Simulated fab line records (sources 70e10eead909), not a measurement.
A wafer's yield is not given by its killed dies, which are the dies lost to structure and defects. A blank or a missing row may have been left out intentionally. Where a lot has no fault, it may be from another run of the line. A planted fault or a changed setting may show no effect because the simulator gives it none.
fab line records | flow nand_harc
[record] lots = 11 | wafers = 33 | last_day = 33
route steps=1302 shown A_STAIRCASE@836 END@1302
lots that met no fault: taken from a fault-free run of the same line
start_h: the number of hours between the record's first day and the start of the first shown wafer of the lot | wait_h: hours from the lot's prior step to this one | " same as the row above | L1.1+2: several wafers, shown together as one row | - no value present, or no start provided | * or withheld: withheld | < > ~ a bound
route shown NAME@n: names a module that has steps shown in the file, with the first one's number in the route | usual: mean/standard deviation taken from wafers without a fault | same: alike in all rows | chamber/n: place in a boat | sites: each site's reading | _std_site: their standard deviation | _edge_site: mean of outer sites minus mean of inner sites | radius_mm: for every site, how far away it sits from the centre of the wafer | mask NAME#n: copy n | behind: the last tool/chamber to shape the wafer | hold: why the lot was held/for how many hours/how that ended | device: names the non-switching transistor (n, p or np) | end of line: at the end of the route, the tests of the same wafers | a step without rows: its recipe alone | killed: dies lost to structure and defects at the first sort, not the wafer's yield | map: a wafer's dies, marking killed ones x, the rest . and places with no die _
set.NAME: the setting that was run; set.NAME@STEP: the one run at that earlier step | model.NAME: the simulator's own value behind a step, which no gauge read
route steps across a sampled set of lots; one table per step, one row per wafer
services: when a tool's chamber went out of use (start_h, in hours from the record's first day, below 0 if earlier), for how many hours, and the reason
[[steps]]
[step NHARC_A_STAIRCASE_STRIP_316]
[recipe] o2_flow_sccm = 500 | ar_flow_sccm = 0 | bias_w = 0 | chemistry = O2
[usual] chamber_pressure_mTorr = 60.00/0.053 | drypump_motor_current_A = 5.6/0.32 | oes_product_au = 1.001/0.0069 | rf_vpp_V = 57.9/0.94 | showerhead_plenum_p_Torr = 3.53/0.15 | throttle_valve_pct = 17.035/0.0098
lot.wafer | tool        | chamber | start_h | wait_h | chamber_pressure_mTorr | drypump_motor_current_A | oes_product_au | rf_hours_counter_h | rf_vpp_V | showerhead_plenum_p_Torr | throttle_valve_pct
L136.1    | rie_diel-02 | 2       | -       | -      | 59.92                  | 5.8                     | 1.011          | 5                  | 58.2     | 3.58                     | 17.040
L136.4    | "           | 0       | "       | "      | 59.98                  | 5.3                     | 0.993          | 5                  | 58.8     | 3.38                     | 17.040
L136.5    | "           | 1       | "       | "      | 60.02                  | 5.7                     | 1.000          | -                  | 57.9     | 3.35                     | 17.030
L138.1    | rie_diel-06 | 2       | -       | -      | 59.99                  | 5.7                     | 1.011          | 46                 | 58.5     | 3.72                     | 17.033
L138.2    | "           | 3       | "       | "      | 59.96                  | 5.8                     | 0.992          | 47                 | 58.0     | 3.59                     | 17.060
L138.6    | "           | 3       | "       | "      | 60.04                  | 5.8                     | 1.001          | -                  | 58.1     | 3.59                     | 17.034
L140.2    | rie_diel-09 | 3       | -       | -      | 60.00                  | 5.2                     | 1.009          | 49                 | 58.0     | 3.52                     | 17.028
L140.3    | "           | 1       | "       | "      | 60.00                  | 5.7                     | 1.000          | 40                 | 59.0     | 3.72                     | 17.043
L140.1    | "           | 2       | "       | "      | 60.05                  | 5.8                     | 0.998          | 44                 | 56.8     | 3.47                     | 17.030
L139.4    | rie_diel-06 | 3       | -       | -      | 60.07                  | 5.8                     | 1.005          | 53                 | 59.9     | 3.59                     | 17.025
L139.3    | "           | 0       | "       | "      | 60.04                  | 6.2                     | 1.000          | 49                 | 58.4     | 3.52                     | 17.033
L139.1    | "           | 2       | "       | "      | 60.06                  | 5.8                     | 1.014          | 52                 | 60.5     | 3.72                     | 17.030
L141.4    | rie_diel-09 | 0       | -       | -      | 60.04                  | 5.8                     | 0.995          | 52                 | 57.8     | 3.65                     | 17.034
L141.3    | "           | 1       | "       | "      | 60.08                  | 5.6                     | 0.986          | 47                 | 58.9     | 3.72                     | 17.016
L141.5    | "           | 0       | "       | "      | 59.97                  | 5.8                     | 1.003          | -                  | 57.3     | 3.65                     | 17.034
L142.2    | rie_diel-09 | 1       | -       | -      | 60.04                  | 5.7                     | 0.998          | 55                 | 57.9     | 3.72                     | 17.028
L142.3    | "           | 2       | "       | "      | 59.99                  | 5.8                     | 0.999          | 57                 | 56.7     | 3.47                     | 17.050
L142.6    | "           | 1       | "       | "      | 60.10                  | 5.7                     | 1.001          | -                  | 57.8     | 3.72                     | 17.031
L146.1    | rie_diel-06 | 3       | -       | -      | 60.01                  | 5.8                     | 0.994          | 11                 | 60.0     | 3.58                     | 17.029
L146.5    | "           | 1       | "       | "      | 59.96                  | 5.3                     | 0.993          | -                  | 55.8     | 3.31                     | 17.010
L146.6    | "           | 3       | "       | "      | 59.97                  | 5.8                     | 1.006          | -                  | 58.9     | 3.58                     | 17.022
L152.3    | rie_diel-02 | 2       | -       | -      | 60.03                  | 5.7                     | 1.001          | 3                  | 58.2     | 3.56                     | 17.042
L152.6    | "           | 2       | "       | "      | 60.14                  | 5.7                     | 1.013          | -                  | 58.6     | 3.56                     | 17.029
L152.5    | "           | 3       | "       | "      | 60.06                  | 5.1                     | 0.997          | -                  | 57.8     | 3.78                     | 17.033
L154.4    | rie_diel-09 | 1       | -       | -      | 60.08                  | 5.6                     | 1.003          | 28                 | 59.3     | 3.70                     | 17.040
L154.5    | "           | 3       | "       | "      | 59.95                  | 5.2                     | 1.001          | -                  | 58.3     | 3.49                     | 17.053
L154.6    | "           | 0       | "       | "      | 59.99                  | 5.8                     | 0.998          | -                  | 58.0     | 3.62                     | 17.035
L153.4    | rie_diel-09 | 1       | -       | -      | 59.99                  | 5.7                     | 0.983          | 29                 | 57.1     | 3.70                     | 17.051
L153.1    | "           | 2       | "       | "      | 60.02                  | 5.8                     | 0.996          | 23                 | 58.3     | 3.45                     | 17.025
L153.3    | "           | 3       | "       | "      | 59.96                  | 5.2                     | 0.986          | 31                 | 58.1     | 3.49                     | 17.042
L155.1    | rie_diel-09 | 3       | -       | -      | 59.93                  | 5.2                     | 0.996          | 35                 | 57.5     | 3.49                     | 17.044
L155.4    | "           | 0       | "       | "      | 59.99                  | 5.8                     | 1.013          | 34                 | 58.1     | 3.62                     | 17.047
L155.6    | "           | 2       | "       | "      | 60.01                  | 5.8                     | 1.002          | -                  | 58.6     | 3.45                     | 17.041
[step NHARC_A_STAIRCASE_ALD_415]
[recipe] target_thk_a = 300 | pulse_time_s = 6 | ald_cycles = 300 | temp_c = 300 | material = SiO2
[usual] ald_cycles = 300/0 | heater_power_outer_w = 275/27 | heater_power_w = 479/46 | precursor_pulse_height_rel = 0.997/0.022
lot.wafer | tool      | chamber | start_h | wait_h | ald_cycles | heater_power_outer_w | heater_power_w | precursor_pulse_height_rel
L136.1    | ald_hk-04 | 2       | 423.19  | 0.1    | 300        | 262                  | 446            | 0.983
L136.4    | "         | 1       | "       | "      | 300        | 316                  | 548            | 0.992
L136.5    | "         | 2       | "       | "      | 300        | 251                  | 451            | 1.033
L138.2    | ald_hk-02 | 0       | 433.36  | 0.3    | 300        | 307                  | 504            | 1.004
L138.1    | "         | 2       | "       | "      | 300        | 316                  | 538            | 0.962
L138.6    | "         | 3       | "       | "      | 300        | 255                  | 447            | 0.947
L140.1    | ald_hk-04 | 2       | 456.32  | 0.1    | 300        | 259                  | 452            | 1.016
L140.3    | "         | 3       | "       | "      | 300        | 239                  | 400            | 0.991
L140.2    | "         | 1       | "       | "      | 300        | 315                  | 562            | 0.991
L139.3    | ald_hk-02 | 1       | 457.69  | 0.1    | 300        | 282                  | 492            | 0.997
L139.1    | "         | 2       | "       | "      | 300        | 319                  | 547            | 0.996
L139.4    | "         | 0       | "       | "      | 300        | 302                  | 512            | 0.992
L141.3    | ald_hk-03 | 2       | 470.35  | 0.1    | 300        | 242                  | 457            | 1.013
L141.4    | "         | 3       | "       | "      | 300        | 267                  | 513            | 1.000
L141.5    | "         | 2       | "       | "      | 300        | 248                  | 462            | 1.005
L142.2    | ald_hk-02 | 0       | 492.94  | 0.1    | 300        | 305                  | 518            | 1.042
L142.3    | "         | 2       | "       | "      | 300        | 306                  | 539            | 0.982
L142.6    | "         | 1       | "       | "      | 300        | 283                  | 485            | 1.026
L146.1    | ald_hk-03 | 0       | 526.02  | 0.1    | 300        | 284                  | 485            | 0.978
L146.6    | "         | 0       | "       | "      | 300        | 289                  | 483            | 1.010
L146.5    | "         | 1       | "       | "      | 300        | 284                  | 487            | 0.982
L152.3    | ald_hk-02 | 1       | 595.82  | 0.3    | -          | -                    | -              | -
L152.6    | "         | 0       | "       | "      | -          | -                    | -              | -
L152.5    | "         | 1       | "       | "      | -          | -                    | -              | -
L154.4    | ald_hk-04 | 0       | 602.94  | 0.5    | 300        | 278                  | 471            | 0.986
L154.6    | "         | 2       | "       | "      | 300        | 259                  | 455            | 0.990
L154.5    | "         | 3       | "       | "      | 300        | 234                  | 399            | 0.959
L153.3    | ald_hk-03 | 2       | 603.22  | 0.1    | -          | -                    | -              | -
L153.4    | "         | 3       | "       | "      | -          | -                    | -              | -
L153.1    | "         | 0       | "       | "      | -          | -                    | -              | -
L155.1    | ald_hk-02 | 3       | 616.18  | 0.5    | 300        | 261                  | 434            | 0.997
L155.4    | "         | 2       | "       | "      | 300        | 330                  | 550            | 1.016
L155.6    | "         | 3       | "       | "      | 300        | 256                  | 429            | 0.991
[step NHARC_A_STAIRCASE_ETCHBACK_416]
[recipe] target_depth_a = 360 | time_s = 7.2 | c4f8_flow_sccm = withheld | o2_flow_sccm = 8 | ar_flow_sccm = withheld | rf_w = 600 | bias_w = 800 | chemistry = C4F8/O2/Ar
[usual] chamber_pressure_mTorr = 25.000/0.024 | oes_product_au = 0.928/0.012 | rf_vpp_V = 723/4.6
lot.wafer | tool        | chamber | start_h | wait_h | chamber_pressure_mTorr | oes_product_au | rf_hours_counter_h | rf_vpp_V
L136.1    | rie_diel-02 | 0       | -       | -      | 24.984                 | 0.926          | 5                  | 720
L136.4    | "           | 1       | "       | "      | 24.997                 | 0.925          | 5                  | 719
L136.5    | "           | 3       | "       | "      | 25.002                 | 0.925          | -                  | 730
L138.2    | rie_diel-06 | 2       | -       | -      | 25.009                 | 0.922          | 46                 | 729
L138.1    | "           | 3       | "       | "      | 24.962                 | 0.914          | 48                 | 725
L138.6    | "           | 2       | "       | "      | 25.051                 | 0.927          | -                  | 729
L140.3    | rie_diel-02 | 0       | -       | -      | 24.977                 | 0.916          | 17                 | 718
L140.1    | "           | 1       | "       | "      | 25.043                 | 0.916          | 18                 | 719
L140.2    | "           | 2       | "       | "      | 25.008                 | 0.930          | 17                 | 725
L139.1    | rie_diel-02 | 1       | -       | -      | 25.028                 | 0.936          | 18                 | 719
L139.4    | "           | 2       | "       | "      | 24.981                 | 0.922          | 17                 | 724
L139.3    | "           | 0       | "       | "      | 24.958                 | 0.917          | 17                 | 718
L141.4    | rie_diel-06 | 3       | -       | -      | 24.958                 | 0.928          | 59                 | 725
L141.3    | "           | 0       | "       | "      | 24.992                 | 0.929          | 58                 | 723
L141.5    | "           | 2       | "       | "      | 24.993                 | 0.929          | -                  | 729
L142.2    | rie_diel-02 | 2       | -       | -      | 24.974                 | 0.935          | 29                 | 725
L142.3    | "           | 1       | "       | "      | 24.997                 | 0.920          | 28                 | 719
L142.6    | "           | 3       | "       | "      | 24.989                 | 0.934          | -                  | 732
L146.1    | rie_diel-06 | 1       | -       | -      | 25.030                 | 0.913          | 15                 | 719
L146.5    | "           | 1       | "       | "      | 24.998                 | 0.914          | -                  | 718
L146.6    | "           | 2       | "       | "      | 24.992                 | 0.953          | -                  | 729
L152.3    | rie_diel-02 | 0       | -       | -      | 25.023                 | 0.908          | 3                  | 719
L152.5    | "           | 1       | "       | "      | 24.982                 | 0.916          | -                  | 718
L152.6    | "           | 2       | "       | "      | 25.016                 | 0.919          | -                  | 723
L154.4    | rie_diel-02 | 1       | -       | -      | 25.009                 | 0.926          | 5                  | 715
L154.6    | "           | 0       | "       | "      | 24.990                 | 0.930          | -                  | 720
L154.5    | "           | 1       | "       | "      | 24.984                 | 0.925          | -                  | 719
L153.1    | rie_diel-02 | 3       | -       | -      | 25.017                 | 0.945          | 5                  | 730
L153.3    | "           | 0       | "       | "      | 24.996                 | 0.947          | 5                  | 718
L153.4    | "           | 1       | "       | "      | 25.025                 | 0.941          | 5                  | 716
L155.1    | rie_diel-06 | 2       | -       | -      | 25.002                 | 0.926          | 43                 | 728
L155.4    | "           | 3       | "       | "      | 25.012                 | 0.926          | 38                 | 723
L155.6    | "           | 0       | "       | "      | 25.013                 | 0.924          | -                  | 722
[step NHARC_A_STAIRCASE_STRIP_476]
[recipe] time_s = 20 | o2_flow_sccm = 500 | ar_flow_sccm = 0 | bias_w = 0 | chemistry = O2
[usual] chamber_pressure_mTorr = 60.01/0.052 | drypump_motor_current_A = 5.6/0.32 | oes_product_au = 0.999/0.0071 | rf_vpp_V = 57.7/0.87 | showerhead_plenum_p_Torr = 3.53/0.16 | throttle_valve_pct = 17.036/0.0094
lot.wafer | tool        | chamber | start_h | wait_h | chamber_pressure_mTorr | drypump_motor_current_A | oes_product_au | rf_hours_counter_h | rf_vpp_V | showerhead_plenum_p_Torr | throttle_valve_pct
L136.1    | rie_diel-02 | 1       | 425.50  | 0.2    | 59.99                  | 5.7                     | 0.992          | 5                  | 57.0     | 3.35                     | 17.039
L136.4    | "           | 2       | "       | "      | 60.05                  | 5.7                     | 1.001          | 5                  | 58.9     | 3.58                     | 17.059
L136.5    | "           | 1       | "       | "      | 60.00                  | 5.7                     | 1.004          | -                  | 58.5     | 3.35                     | 17.021
L138.1    | rie_diel-06 | 3       | 435.30  | 0.1    | 60.07                  | 5.8                     | 0.992          | 48                 | 57.7     | 3.59                     | 17.040
L138.2    | "           | 0       | "       | "      | 60.05                  | 6.2                     | 1.007          | 44                 | 57.0     | 3.53                     | 17.048
L138.6    | "           | 3       | "       | "      | 60.00                  | 5.8                     | 1.008          | -                  | 58.8     | 3.59                     | 17.045
L140.1    | rie_diel-02 | 3       | 458.47  | 0.1    | 59.98                  | 5.1                     | 0.997          | 16                 | 58.4     | 3.80                     | 17.044
L140.2    | "           | 1       | "       | "      | 59.97                  | 5.7                     | 0.999          | 18                 | 56.8     | 3.35                     | 17.035
L140.3    | "           | 2       | "       | "      | 60.01                  | 5.7                     | 0.998          | 17                 | 58.0     | 3.58                     | 17.021
L139.1    | rie_diel-02 | 2       | 459.85  | 0.1    | 59.92                  | 5.7                     | 1.007          | 17                 | 57.2     | 3.58                     | 17.063
L139.3    | "           | 0       | "       | "      | 60.08                  | 5.3                     | 1.005          | 17                 | 58.4     | 3.38                     | 17.046
L139.4    | "           | 1       | "       | "      | 60.06                  | 5.7                     | 1.002          | 18                 | 56.7     | 3.34                     | 17.035
L141.3    | rie_diel-06 | 3       | 473.58  | 0.2    | 60.01                  | 5.8                     | 1.003          | 59                 | 58.2     | 3.58                     | 17.038
L141.4    | "           | 1       | "       | "      | 60.02                  | 5.3                     | 1.000          | 57                 | 58.0     | 3.32                     | 17.028
L141.5    | "           | 2       | "       | "      | 59.95                  | 5.8                     | 1.011          | -                  | 57.4     | 3.72                     | 17.045
L142.2    | rie_diel-02 | 0       | 495.10  | 0.1    | 60.00                  | 5.2                     | 0.995          | 26                 | 56.7     | 3.37                     | 17.051
L142.3    | "           | 2       | "       | "      | 60.01                  | 5.8                     | 1.009          | 29                 | 57.9     | 3.57                     | 17.038
L142.6    | "           | 0       | "       | "      | 59.95                  | 5.3                     | 0.994          | -                  | 56.4     | 3.37                     | 17.036
L146.1    | rie_diel-06 | 3       | 528.18  | 0.1    | 60.02                  | 5.8                     | 0.991          | 12                 | 58.5     | 3.58                     | 17.047
L146.6    | "           | 3       | "       | "      | 60.04                  | 5.8                     | 1.003          | -                  | 57.0     | 3.58                     | 17.030
L146.5    | "           | 0       | "       | "      | 59.99                  | 6.2                     | 0.998          | -                  | 58.5     | 3.51                     | 17.020
L152.3    | rie_diel-02 | 1       | 597.78  | 0.1    | 59.98                  | 5.7                     | 0.987          | 3                  | 57.1     | 3.32                     | 17.028
L152.5    | "           | 2       | "       | "      | 60.02                  | 5.7                     | 0.985          | -                  | 56.6     | 3.55                     | 17.041
L152.6    | "           | 3       | "       | "      | 60.12                  | 5.1                     | 0.986          | -                  | 58.4     | 3.78                     | 17.030
L154.4    | rie_diel-02 | 2       | 605.14  | 0.5    | 60.07                  | 5.7                     | 1.004          | 5                  | 57.7     | 3.55                     | 17.035
L154.5    | "           | 3       | "       | "      | 60.00                  | 5.1                     | 1.003          | -                  | 58.7     | 3.78                     | 17.021
L154.6    | "           | 0       | "       | "      | 59.94                  | 5.2                     | 1.007          | -                  | 56.6     | 3.35                     | 17.038
L153.4    | rie_diel-02 | 1       | 605.37  | 0.1    | 60.05                  | 5.7                     | 0.999          | 5                  | 57.2     | 3.32                     | 17.043
L153.1    | "           | 3       | "       | "      | 60.01                  | 5.1                     | 1.001          | 5                  | 59.6     | 3.78                     | 17.025
L153.3    | "           | 0       | "       | "      | 59.99                  | 5.3                     | 0.996          | 5                  | 56.3     | 3.35                     | 17.019
L155.4    | rie_diel-06 | 1       | 618.35  | 0.1    | 60.06                  | 5.3                     | 1.000          | 51                 | 56.9     | 3.29                     | 17.040
L155.1    | "           | 3       | "       | "      | 60.04                  | 5.8                     | 0.992          | 38                 | 56.9     | 3.56                     | 17.040
L155.6    | "           | 2       | "       | "      | 59.96                  | 5.7                     | 0.997          | -                  | 58.0     | 3.69                     | 17.038
[step NHARC_END_SORT_01]
[recipe] temp_c = 25
[usual] killed_at_array = 54/16 | killed_at_other = 0.6/0.86 | killed_at_periphery = 3.8/2.6 | killed_dies = 58/16 | killed_open = 3.3/1.8 | killed_short = 2.7/1.7
[same] gross_dies = 677
lot.wafer | tool      | chamber | start_h | wait_h | killed_at_array | killed_at_other | killed_at_periphery | killed_dies | killed_open | killed_short
L138.1    | prober-02 | 0       | 602.46  | 2.5    | 75              | 1               | 4                   | 80          | 4           | 6
L138.2    | prober-02 | 0       | 603.25  | 2.8    | 84              | 0               | 3                   | 87          | 3           | 4
L138.6    | prober-02 | 0       | 606.40  | 3.9    | 61              | 0               | 3                   | 64          | 9           | 2
L141.3    | prober-01 | 0       | 651.92  | 3.1    | 49              | 2               | 2                   | 53          | 4           | 2
L141.4    | prober-01 | 0       | 652.72  | 3.4    | 56              | 0               | 5                   | 61          | 3           | 5
L141.5    | prober-01 | 0       | 653.51  | 3.7    | 45              | 0               | 1                   | 46          | 4           | 3
L146.1    | prober-02 | 0       | 700.80  | 2.5    | 36              | 0               | 4                   | 40          | 2           | 3
L146.5    | prober-02 | 0       | 704.00  | 3.7    | 46              | 0               | 11                  | 57          | 6           | 8
L146.6    | prober-02 | 0       | 704.80  | 4.0    | 42              | 0               | 3                   | 45          | 2           | 2
L152.3    | prober-02 | 0       | 774.81  | 3.1    | 670             | 2               | 5                   | 677         | 2           | 1
L152.5    | prober-02 | 0       | 776.43  | 3.7    | 674             | 0               | 3                   | 677         | 4           | 1
L152.6    | prober-02 | 0       | 777.23  | 4.0    | 673             | 1               | 3                   | 677         | 5           | 3
L153.1    | prober-01 | 0       | 780.98  | 2.5    | 674             | 1               | 2                   | 677         | 4           | 2
L153.3    | prober-01 | 0       | 782.58  | 3.1    | 672             | 1               | 4                   | 677         | 2           | 1
L153.4    | prober-01 | 0       | 783.39  | 3.4    | 671             | 2               | 4                   | 677         | 2           | 2
// killed by level:class
L138.1 A_CHANNEL_HOLE_D2:chamber_film_flake=31 A_CHANNEL_HOLE_D1:chamber_film_flake=30 A_CHANNEL_FILL_D1:geometric_particle:short=3 A_STAIRCASE:chamber_film_flake=3 P_STI:geometric_particle:open=1 P_M2:geometric_particle:short=1 A_CHANNEL_FILL_D1:geometric_particle:open=1 A_CHANNEL_HOLE_D2:geometric_particle:short=1
L138.2 A_CHANNEL_HOLE_D1:chamber_film_flake=37 A_CHANNEL_HOLE_D2:chamber_film_flake=33 A_STAIRCASE:chamber_film_flake=5 A_CHANNEL_FILL_D1:geometric_particle:short=2 P_CONTACT:geometric_particle:open=1 A_ONON_D1:geometric_particle:open=1 A_CHANNEL_FILL_D1:geometric_particle:open=1 A_SGD_CUT:geometric_particle:short=1
L138.6 A_CHANNEL_HOLE_D1:chamber_film_flake=27 A_CHANNEL_HOLE_D2:chamber_film_flake=21 A_ONON_D2:geometric_particle:open=3 P_M0:geometric_particle:open=2 A_STAIRCASE:chamber_film_flake=2 A_ONON_D1:geometric_particle:short=1 A_CHANNEL_FILL_D1:geometric_particle:open=1 A_CHANNEL_FILL_D1:geometric_particle:short=1
L141.3 A_CHANNEL_HOLE_D2:chamber_film_flake=31 A_CHANNEL_HOLE_D1:chamber_film_flake=4 A_CONTACT:chamber_film_flake=4 A_STAIRCASE:chamber_film_flake=3 A_CHANNEL_FILL_D2:chamber_film_flake=2 THIN_TSV:chamber_film_flake=2 P_GATE:geometric_particle:short=1 P_CONTACT:geometric_particle:open=1
L141.4 A_CHANNEL_HOLE_D2:chamber_film_flake=39 A_CONTACT:chamber_film_flake=4 A_CHANNEL_HOLE_D1:chamber_film_flake=3 A_CHANNEL_FILL_D2:chamber_film_flake=3 A_WL_FILL:chamber_film_flake=2 P_GATE:geometric_particle:open=1 P_M0:geometric_particle:short=1 P_M1:geometric_particle:open=1
L141.5 A_CHANNEL_HOLE_D2:chamber_film_flake=28 A_CONTACT:chamber_film_flake=5 A_ONON_D1:geometric_particle:short=3 A_SLIT:chamber_film_flake=3 A_STAIRCASE:chamber_film_flake=2 P_STI:geometric_particle:open=1 A_CHANNEL_FILL_D2:geometric_particle:open=1 A_BLC:geometric_particle:open=1
L146.1 A_SLIT:chamber_film_flake=18 A_CHANNEL_HOLE_D1:chamber_film_flake=4 A_CONTACT:chamber_film_flake=4 A_STAIRCASE:chamber_film_flake=3 P_ZERO_WELL:chamber_film_flake=2 P_GATE:chamber_film_flake=2 A_CHANNEL_FILL_D1:chamber_film_flake=2 A_ONON_D1:geometric_particle:open=1
L146.5 A_SLIT:chamber_film_flake=19 P_GATE:chamber_film_flake=7 A_CHANNEL_HOLE_D1:chamber_film_flake=3 A_CHANNEL_FILL_D1:chamber_film_flake=3 A_DECK1_JOINT:chamber_film_flake=3 A_STAIRCASE:chamber_film_flake=3 A_CONTACT:chamber_film_flake=3 A_DECK1_JOINT:geometric_particle:open=2
L146.6 A_SLIT:chamber_film_flake=20 A_CONTACT:chamber_film_flake=5 A_STAIRCASE:chamber_film_flake=3 P_GATE:chamber_film_flake=3 A_DECK1_JOINT:chamber_film_flake=3 A_CHANNEL_FILL_D1:chamber_film_flake=2 A_CHANNEL_HOLE_D1:chamber_film_flake=2 A_ONON_D1:geometric_particle:open=1
L152.3 A_STAIRCASE:area_ald=617 A_CHANNEL_HOLE_D2:chamber_film_flake=19 A_SLIT:chamber_film_flake=15 A_CHANNEL_HOLE_D1:chamber_film_flake=10 P_CONTACT:chamber_film_flake=3 A_CONTACT:chamber_film_flake=3 THIN_TSV:chamber_film_flake=2 A_CHANNEL_FILL_D1:geometric_particle:open=1
L152.5 A_STAIRCASE:area_ald=620 A_CHANNEL_HOLE_D2:chamber_film_flake=17 A_SLIT:chamber_film_flake=14 A_CHANNEL_HOLE_D1:chamber_film_flake=6 A_CONTACT:chamber_film_flake=4 A_STAIRCASE:chamber_film_flake=3 A_CHANNEL_FILL_D2:chamber_film_flake=2 A_CHANNEL_FILL_D1:chamber_film_flake=2
L152.6 A_STAIRCASE:area_ald=611 A_SLIT:chamber_film_flake=22 A_CHANNEL_HOLE_D2:chamber_film_flake=14 A_CONTACT:chamber_film_flake=8 A_CHANNEL_HOLE_D1:chamber_film_flake=5 A_STAIRCASE:chamber_film_flake=3 A_ONON_D2:geometric_particle:short=2 P_GATE:chamber_film_flake=2
L153.1 A_STAIRCASE:area_ald=622 A_SLIT:chamber_film_flake=17 A_CHANNEL_HOLE_D2:chamber_film_flake=12 A_CHANNEL_HOLE_D1:chamber_film_flake=10 A_CONTACT:chamber_film_flake=6 A_CHANNEL_FILL_D1:chamber_film_flake=2 P_GATE:geometric_particle:open=1 A_ONON_D1:geometric_particle:open=1
L153.3 A_STAIRCASE:area_ald=625 A_CHANNEL_HOLE_D2:chamber_film_flake=15 A_SLIT:chamber_film_flake=13 A_CONTACT:chamber_film_flake=11 A_CHANNEL_HOLE_D1:chamber_film_flake=4 P_ZERO_WELL:chamber_film_flake=2 A_CHANNEL_FILL_D1:chamber_film_flake=2 P_M0:geometric_particle:open=1
L153.4 A_STAIRCASE:area_ald=613 A_CHANNEL_HOLE_D2:chamber_film_flake=17 A_SLIT:chamber_film_flake=16 A_CONTACT:chamber_film_flake=10 A_CHANNEL_HOLE_D1:chamber_film_flake=9 P_CONTACT:chamber_film_flake=3 A_STAIRCASE:chamber_film_flake=2 THIN_TSV:chamber_film_flake=2
[[services]]
tool        | chamber | start_h | hours | kind
rie_diel-02 | 0       | 403.62  | -     | clean
rie_diel-02 | 0       | 403.62  | -     | consumable_replace:focus_ring
rie_diel-02 | 1       | 403.62  | -     | clean
rie_diel-02 | 2       | 403.62  | -     | clean
rie_diel-02 | 3       | 403.62  | -     | clean
rie_diel-02 | 3       | 403.62  | -     | consumable_replace:showerhead
ald_hk-04   | -       | 425.84  | 0.6   | repair
rie_diel-02 | 0       | 428.34  | -     | clean
rie_diel-02 | 1       | 428.34  | -     | clean
rie_diel-02 | 2       | 428.34  | -     | clean
rie_diel-02 | 3       | 428.34  | -     | clean
ald_hk-03   | -       | 438.04  | 1.4   | repair
rie_diel-02 | 0       | 452.84  | -     | clean
rie_diel-02 | 1       | 452.84  | -     | clean
rie_diel-06 | -       | 485.31  | 9.0   | pm
rie_diel-09 | -       | 497.99  | 9.0   | pm
rie_diel-06 | -       | 505.38  | 0.5   | repair
ald_hk-04   | -       | 521.28  | 2.5   | repair
rie_diel-09 | 2       | 528.34  | 13.0  | repair
ald_hk-02   | -       | 529.24  | 10.0  | pm
rie_diel-02 | -       | 571.62  | 9.0   | pm
ald_hk-04   | -       | 583.17  | 0.6   | repair
rie_diel-02 | 1       | 588.48  | 1.6   | repair
ald_hk-04   | -       | 618.28  | 10.0  | pm
[[key]]
[first_sign] step = NHARC_A_STAIRCASE_ALD_415 | reading = tool_record | direction = missing
[effect] step = NHARC_END_SORT_01 | reading = killed_at_array | direction = up | sigmas = 39 | usual = 54 | struck = 672
[more_kills_born_at] NHARC_A_STAIRCASE_ALD_415@ald_hk-03 = 1860 | NHARC_A_STAIRCASE_ALD_415@ald_hk-02 = 1848
met_at NHARC_A_STAIRCASE_ALD_415
struck_lots L152,L153
later_rows_left_out L152.3,L152.5,L152.6,L153.1,L153.3,L153.4
tester_left_out L152,L153
not_acting_at NHARC_A_STAIRCASE_STRIP_316,NHARC_A_STAIRCASE_ETCHBACK_416,NHARC_A_STAIRCASE_STRIP_476
onset_between 526.02 595.82
[fault] kind = skipped_step_whole | tool = ald_hk-02,ald_hk-03 | chamber = - | onset_h = 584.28 | steps = NHARC_A_STAIRCASE_ALD_415 | scope = struck_lots_only
// tester_left_out: of these lots the tester's yield and bins aren't shown, on N5 and GAA mostly nor the transistor test; their killed dies are dies lost to structure and defects alone, not to doping, threshold or leakage, so they don't give the yield
// later_rows_left_out: the simulator's readings of these wafers behind a module that went badly wrong aren't trusted and aren't shown, but for the sort
